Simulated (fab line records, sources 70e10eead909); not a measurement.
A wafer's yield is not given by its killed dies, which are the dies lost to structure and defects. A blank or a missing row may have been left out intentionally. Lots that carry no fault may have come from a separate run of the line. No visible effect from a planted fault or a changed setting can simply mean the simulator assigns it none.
fab line records	flow nand_harc
[record] lots = 6	wafers = 18	last_day = 24
route steps=1159 shown P_START@1 P_ZERO_WELL@2 END@1159
lots untouched by any fault: they come from a run of this same line in which no faults occurred
start_h: hours from the record's first day to the start of the lot's first wafer shown	wait_h: hours elapsed since this lot's preceding step	" the same as in the row above	L1.1+2: a row that stands for several wafers	- no value, or no start given	* or withheld: withheld	< > ~ a bound
route shown NAME@n: NAME is a module with steps in the file, n the number in the route of the first one	usual: mean and standard deviation over wafers with no fault	same: alike in all rows	chamber/n: place in a boat	sites: readings site by site	_std_site: how widely they spread, as a standard deviation	_edge_site: the outer-site mean with the inner-site mean subtracted	radius_mm: for every site, how far away it sits from the centre of the wafer	mask NAME#n: copy n	behind: the tool/chamber that last shaped the wafer	hold: reason for holding the lot/hours on hold/outcome of the hold	device: transistor that didn't switch, given as n, p or np	end of line: the tests these same wafers got at the end of their route	a step without rows: its recipe alone	killed: not the wafer's yield, but the dies lost to structure and defects at the first sort	map: dies across one wafer; x = killed, . = not, _ = none there
set.NAME: the setting that was run; set.NAME@STEP: the one run at that earlier step	model.NAME: the simulator's own value behind a step, which no gauge read
lots at selected steps of the route; one table per step, one row per wafer
services: the hour from which a tool's chamber was out of use, counted from the record's first day as start_h (under 0 if before that day), plus the number of hours and why
[[steps]]
[step NHARC_P_START_INSPECT_01]
[usual] raw_defect_count = 3.8/2.1
lot.wafer	tool	chamber	start_h	wait_h	raw_defect_count
L372.2	defect_inspect-02	-	36.04	-	2
L372.4	"	-	"	"	5
L372.6	"	-	"	"	2
L381.1	defect_inspect-01	-	90.03	-	1
L381.2	"	-	"	"	3
L381.6	"	-	"	"	3
L383.3	defect_inspect-01	-	102.04	-	6
L383.4	"	-	"	"	3
L383.6	"	-	"	"	3
L385.3	defect_inspect-02	-	114.05	-	2
L385.4	"	-	"	"	4
L385.5	"	-	"	"	2
L386.2	defect_inspect-01	-	120.04	-	4
L386.4	"	-	"	"	2
L386.6	"	-	"	"	6
L390.2	defect_inspect-02	-	144.05	-	2
L390.5	"	-	"	"	2
L390.6	"	-	"	"	2
[step NHARC_P_ZERO_WELL_PRECLEAN_00]
[recipe] time_s = 600	temp_c = 120	chemistry = SPM
[step NHARC_P_ZERO_WELL_SRD_01]
[step NHARC_P_ZERO_WELL_PECVD_02]
[recipe] target_thk_a = 100	temp_c = 400	pressure_torr = 6.5	rf_w = withheld	teos_flow_sccm = withheld	flow_sccm = 2650	target_thk_nm = 10	gas = O2	material = SiO2
[step NHARC_P_ZERO_WELL_DEHYDRATE_03]
[recipe] temp_c = 150	time_s = 120
[step NHARC_P_ZERO_WELL_HMDS_04]
[recipe] time_s = 30
[step NHARC_P_ZERO_WELL_COAT_64]
[recipe] temp_c = 200	time_s = 65
[step NHARC_P_ZERO_WELL_COAT_05]
[recipe] spin_rpm = 2000	resist_thk_nm = 600
[step NHARC_P_ZERO_WELL_SOFTBAKE_06]
[recipe] temp_c = 125	time_s = 70
[usual] heater_power_total_W = 200.9/1.3
lot.wafer	tool	chamber	start_h	wait_h	heater_power_total_W
L372.2	litho_track-02	0	36	-	199.3
L372.4	"	0	"	"	199.8
L372.6	"	0	"	"	200.6
L381.1	litho_track-03	0	90	-	200.7
L381.2	"	0	"	"	199.8
L381.6	"	0	"	"	202.5
L383.3	litho_track-03	0	102	-	199.2
L383.4	"	0	"	"	199.6
L383.6	"	0	"	"	331.9
L385.3	litho_track-03	0	114	-	199.1
L385.4	"	0	115	-	199.1
L385.5	"	0	"	"	332.2
L386.2	litho_track-07	0	120	-	202.5
L386.4	"	0	"	"	202.6
L386.6	"	0	"	"	201.5
L390.2	litho_track-02	0	144	-	200.1
L390.5	"	0	"	"	199.0
L390.6	"	0	"	"	199.4
[step NHARC_P_ZERO_WELL_EBR_07]
[step NHARC_END_SORT_01]
[recipe] temp_c = 25
[usual] killed_at_array = 27/10	killed_at_other = 0.6/0.83	killed_at_periphery = 2.4/1.8	killed_dies = 30/10	killed_open = 3.3/1.7	killed_short = 1.8/1.4
[same] gross_dies = 677
lot.wafer	tool	chamber	start_h	wait_h	killed_at_array	killed_at_other	killed_at_periphery	killed_dies	killed_open	killed_short
L372.2	prober-02	0	463.13	2.8	23	0	0	23	4	2
L372.4	prober-02	0	464.72	3.4	12	0	1	13	0	0
L372.6	prober-02	0	466.31	4.0	23	0	3	26	5	0
L381.1	prober-02	0	509.11	2.5	34	0	0	34	1	2
L381.2	prober-02	0	509.91	2.8	28	0	2	30	4	2
L381.6	prober-02	0	513.13	4.0	29	2	1	32	4	2
L383.3	prober-02	0	523.75	3.1	33	0	1	34	4	2
L383.4	prober-02	0	524.56	3.4	21	0	1	22	4	0
L383.6	prober-02	0	526.17	4.0	34	1	5	40	4	3
L386.2	prober-02	0	544.74	2.8	22	0	1	23	1	0
L386.4	prober-02	0	546.35	3.4	32	0	3	35	0	1
L386.6	prober-02	0	547.96	4.0	34	0	5	39	4	2
L385.3	prober-01	0	545.54	3.1	17	1	4	22	3	2
L385.4	prober-01	0	546.34	3.4	27	1	2	30	3	4
L385.5	prober-01	0	547.14	3.7	20	1	2	23	5	2
L390.2	prober-02	0	571.57	2.8	42	0	2	44	5	1
L390.5	prober-02	0	573.93	3.6	47	0	4	51	5	4
L390.6	prober-02	0	574.72	3.9	43	0	5	48	3	3
// killed by level:class
L372.2 A_SLIT:chamber_film_flake=11 A_CONTACT:chamber_film_flake=3 A_CHANNEL_FILL_D1:geometric_particle:open=2 A_CONTACT:geometric_particle:open=2 A_STAIRCASE:chamber_film_flake=2 A_SOURCE_PLATE:geometric_particle:short=1 A_CONTACT:geometric_particle:short=1 A_CHANNEL_HOLE_D1:chamber_film_flake=1
L372.4 A_SLIT:chamber_film_flake=6 A_STAIRCASE:chamber_film_flake=2 A_CONTACT:chamber_film_flake=2 P_M2:chamber_film_flake=1 A_ZERO_WELL:chamber_film_flake=1 A_CHANNEL_FILL_D1:chamber_film_flake=1
L372.6 A_SLIT:chamber_film_flake=10 A_STAIRCASE:chamber_film_flake=5 A_CHANNEL_HOLE_D1:chamber_film_flake=3 A_WL_FILL:geometric_particle:open=2 P_STI:chamber_film_flake=2 P_BONDPAD:geometric_particle:open=1 A_CONTACT:geometric_particle:open=1 A_BLC:geometric_particle:open=1
L381.1 A_CHANNEL_HOLE_D1:chamber_film_flake=17 A_CONTACT:chamber_film_flake=5 A_STAIRCASE:chamber_film_flake=4 A_WL_FILL:chamber_film_flake=4 A_ONON_D1:geometric_particle:short=2 A_SGD_CUT:geometric_particle:open=1 A_CHANNEL_FILL_D1:chamber_film_flake=1
L381.2 A_CHANNEL_HOLE_D1:chamber_film_flake=15 A_CONTACT:chamber_film_flake=6 A_WL_FILL:chamber_film_flake=2 P_CONTACT:geometric_particle:short=1 P_CONTACT:geometric_particle:open=1 A_ONON_D1:geometric_particle:open=1 A_WL_FILL:geometric_particle:open=1 A_CONTACT:geometric_particle:short=1
L381.6 A_CHANNEL_HOLE_D1:chamber_film_flake=17 A_CONTACT:chamber_film_flake=4 A_STAIRCASE:chamber_film_flake=3 A_CONTACT:geometric_particle:open=2 P_CONTACT:geometric_particle:open=1 A_CHANNEL_FILL_D1:geometric_particle:short=1 A_CHANNEL_FILL_D1:chamber_film_flake=1 A_WL_FILL:geometric_particle:open=1
L383.3 A_CHANNEL_HOLE_D1:chamber_film_flake=22 A_STAIRCASE:chamber_film_flake=3 A_WL_FILL:geometric_particle:open=2 A_CONTACT:chamber_film_flake=2 P_CONTACT:geometric_particle:open=1 A_ONON_D1:geometric_particle:short=1 A_WL_FILL:geometric_particle:short=1 A_M1:geometric_particle:open=1
L383.4 A_CHANNEL_HOLE_D1:chamber_film_flake=13 A_CONTACT:geometric_particle:open=2 A_STAIRCASE:chamber_film_flake=2 A_WL_FILL:geometric_particle:open=1 A_M0:geometric_particle:open=1 P_STI:chamber_film_flake=1 A_CONTACT:chamber_film_flake=1 A_M1:chamber_film_flake=1
L383.6 A_CHANNEL_HOLE_D1:chamber_film_flake=22 A_STAIRCASE:chamber_film_flake=6 A_CONTACT:geometric_particle:open=2 P_STI:chamber_film_flake=2 P_STI:geometric_particle:short=1 P_M0:geometric_particle:open=1 A_WL_FILL:geometric_particle:open=1 A_CONTACT:geometric_particle:short=1
L386.2 A_CHANNEL_HOLE_D1:chamber_film_flake=15 A_CONTACT:chamber_film_flake=5 A_CHANNEL_HOLE_D1:geometric_particle:open=1 P_STI:chamber_film_flake=1 A_STAIRCASE:chamber_film_flake=1
L385.3 A_STAIRCASE:chamber_film_flake=4 A_BLC:chamber_film_flake=4 A_CHANNEL_HOLE_D1:chamber_film_flake=3 A_CHANNEL_FILL_D1:geometric_particle:short=2 P_STI:chamber_film_flake=2 A_CONTACT:chamber_film_flake=2 P_M0:geometric_particle:open=1 P_M1:geometric_particle:open=1
L385.4 A_CHANNEL_HOLE_D1:chamber_film_flake=8 A_BLC:chamber_film_flake=8 A_STAIRCASE:chamber_film_flake=4 P_GATE:geometric_particle:short=1 P_GATE:geometric_particle:open=1 A_ONON_D1:geometric_particle:open=1 A_CHANNEL_HOLE_D1:geometric_particle:short=1 A_CHANNEL_FILL_D1:geometric_particle:short=1
L386.4 A_CHANNEL_HOLE_D1:chamber_film_flake=21 A_CONTACT:chamber_film_flake=5 P_STI:chamber_film_flake=2 A_STAIRCASE:chamber_film_flake=2 A_M0:chamber_film_flake=2 A_BLC:geometric_particle:short=1 P_GATE:chamber_film_flake=1 A_ZERO_WELL:chamber_film_flake=1
L385.5 A_CHANNEL_HOLE_D1:chamber_film_flake=5 A_STAIRCASE:chamber_film_flake=4 A_BLC:chamber_film_flake=3 A_CONTACT:geometric_particle:open=2 A_CONTACT:chamber_film_flake=2 P_M0:geometric_particle:open=1 P_M0:geometric_particle:short=1 A_ONON_D1:geometric_particle:open=1
L386.6 A_CHANNEL_HOLE_D1:chamber_film_flake=20 A_STAIRCASE:chamber_film_flake=6 A_CONTACT:geometric_particle:open=3 P_STI:chamber_film_flake=3 A_CONTACT:chamber_film_flake=3 P_M0:geometric_particle:short=1 P_M1:geometric_particle:open=1 A_CHANNEL_FILL_D1:geometric_particle:short=1
L390.2 A_SLIT:chamber_film_flake=16 A_CHANNEL_HOLE_D1:chamber_film_flake=7 A_CONTACT:chamber_film_flake=7 A_SGD_CUT:chamber_film_flake=5 A_CONTACT:geometric_particle:open=2 A_M0:geometric_particle:open=2 A_SGD_CUT:geometric_particle:short=1 A_SGD_CUT:geometric_particle:open=1
L390.5 A_SLIT:chamber_film_flake=17 A_CHANNEL_HOLE_D1:chamber_film_flake=9 A_CONTACT:chamber_film_flake=6 A_SGD_CUT:chamber_film_flake=4 P_ZERO_WELL:chamber_film_flake=3 A_ONON_D1:geometric_particle:short=2 A_ONON_D1:geometric_particle:open=2 A_CONTACT:geometric_particle:open=2
L390.6 A_SLIT:chamber_film_flake=17 A_CHANNEL_HOLE_D1:chamber_film_flake=9 A_SGD_CUT:chamber_film_flake=6 A_CONTACT:chamber_film_flake=6 P_M2:chamber_film_flake=3 P_CONTACT:geometric_particle:open=1 A_ONON_D1:geometric_particle:short=1 A_SGD_CUT:geometric_particle:short=1
[[services]]
tool	chamber	start_h	hours	kind
litho_track-07	-	14.00	7.0	pm
litho_track-03	-	38.00	7.0	pm
litho_track-02	-	130.40	-	consumable_replace:filter
[[key]]
[first_sign] step = NHARC_P_ZERO_WELL_SOFTBAKE_06	reading = heater_power_total_W	direction = up	sigmas = 99+	usual = *	struck = *
effect none on later readings
met_at NHARC_P_ZERO_WELL_SOFTBAKE_06
struck_wafers L383.6,L385.5
tester_left_out L383,L385
onset_between 90 102
[fault] kind = process_parameter_drift	tool = litho_track-03	chamber = -	onset_h = 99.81	steps = NHARC_P_ZERO_WELL_SOFTBAKE_06	channel = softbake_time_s	offset = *	shape = step	end_h = 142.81	scope = struck_wafers_only	acts_in = *	stated = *
// tester_left_out: of these lots the tester's yield and bins aren't shown, on N5 and GAA mostly nor the transistor test; their killed dies are dies lost to structure and defects alone, not to doping, threshold or leakage, so they don't give the yield
